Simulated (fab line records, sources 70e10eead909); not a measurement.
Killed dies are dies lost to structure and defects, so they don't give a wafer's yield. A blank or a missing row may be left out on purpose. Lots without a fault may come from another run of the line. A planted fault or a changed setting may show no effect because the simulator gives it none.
Chamber matching | flow nand_harc | NHARC_A_STAIRCASE_ETCHBACK_422 on rie_diel-05: 4 sister chambers
The step etches the open film in CH3F/O2, target depth 40 nm, time 74.286 s. 27 wafers are shown with their chamber, then 12 later ones without.

WAFERS WITH THEIR CHAMBER
wafer  | chamber | showerhead_plenum_p_Torr (Torr) | drypump_motor_current_A (A) | rf_vpp_V (V)
L076.1 | 3       | 2.64                            | 5.39                        | 248.1
L076.2 | 1       | 2.42                            | 5.45                        | 245.7
L076.4 | 2       | 2.59                            | 5.74                        | 247.8
L079.2 | 0       | 2.33                            | 5.63                        | 242.4
L079.3 | 3       | 2.64                            | 5.41                        | 248.2
L079.6 | 3       | 2.64                            | 5.38                        | 247.7
L078.3 | 0       | 2.33                            | 5.60                        | 242.5
L078.5 | 3       | 2.64                            | 5.38                        | 247.5
L078.6 | 0       | 2.33                            | 5.64                        | 241.4
L082.3 | 2       | 2.58                            | 5.72                        | 245.8
L082.4 | 0       | 2.33                            | 5.61                        | 241.3
L082.6 | 2       | 2.58                            | 5.74                        | 246.2
L083.2 | 3       | 2.63                            | 5.40                        | 247.6
L083.5 | 3       | 2.63                            | 5.37                        | 247.8
L083.6 | 2       | 2.58                            | 5.74                        | 245.9
L086.1 | 3       | 2.63                            | 5.39                        | 246.3
L086.2 | 0       | 2.33                            | 5.61                        | 242.4
L086.6 | 1       | 2.41                            | 5.40                        | 242.9
L086.3 | 1       | 2.41                            | 5.42                        | 243.9
L086.4 | 2       | 2.58                            | 5.75                        | 246.2
L086.5 | 0       | 2.33                            | 5.61                        | 242.2
L089.2 | 1       | 2.41                            | 5.41                        | 242.4
L089.3 | 0       | 2.33                            | 5.61                        | 243.0
L089.6 | 2       | 2.57                            | 5.75                        | 244.3
L090.2 | 3       | 2.63                            | 5.43                        | 246.8
L090.4 | 1       | 2.41                            | 5.43                        | 243.6
L090.6 | 0       | 2.32                            | 5.59                        | 243.0

SIGNATURES (means of the wafers above)
reading                  | chamber 0 | chamber 1 | chamber 2 | chamber 3 | scatter within a chamber
showerhead_plenum_p_Torr | 2.3287    | 2.4120    | 2.5800    | 2.6350    | 0.00497
drypump_motor_current_A  | 5.6125    | 5.4220    | 5.7400    | 5.3937    | 0.0167
rf_vpp_V                 | 242.275   | 243.700   | 246.033   | 247.500   | 0.895
Rule: a wafer's distance from a chamber is the root of the sum, over the readings, of the square of ((its reading less the chamber's mean) divided by the reading's scatter). The wafer belongs to the nearest chamber; if the next one is less than 2 further off, it can't be placed. The scatter: the root of (the sum of the squares of (reading less its chamber's mean) over the shown wafers, divided by (wafers less chambers)).

WAFERS WITHOUT THEIR CHAMBER
wafer  | showerhead_plenum_p_Torr (Torr) | drypump_motor_current_A (A) | rf_vpp_V (V)
L090.1 | 2.57                            | 5.75                        | 245.9
L090.3 | 2.32                            | 5.62                        | 243.9
L090.5 | 2.63                            | 5.39                        | 245.7
L093.1 | 2.32                            | 5.61                        | 241.5
L093.5 | 2.57                            | 5.73                        | 245.3
L093.6 | 2.63                            | 5.36                        | 246.4
L097.1 | 2.32                            | 5.57                        | 242.1
L097.4 | 2.62                            | 5.36                        | 247.5
L097.6 | 2.40                            | 5.46                        | 244.4
L097.2 | 2.40                            | 5.44                        | 243.6
L097.3 | 2.57                            | 5.73                        | 245.8
L097.5 | 2.32                            | 5.58                        | 242.2

WHICH CHAMBER EACH WENT THROUGH
wafer  | from the rows above | in truth
L090.1 | 2                   | 2
L090.3 | 0                   | 0
L090.5 | 3                   | 3
L093.1 | 0                   | 0
L093.5 | 2                   | 2
L093.6 | 3                   | 3
L097.1 | 0                   | 0
L097.4 | 3                   | 3
L097.6 | 1                   | 1
L097.2 | 1                   | 1
L097.3 | 2                   | 2
L097.5 | 0                   | 0
Placed correctly: 12 of 12. Can't be placed from these rows: 0. Placed wrongly: 0.
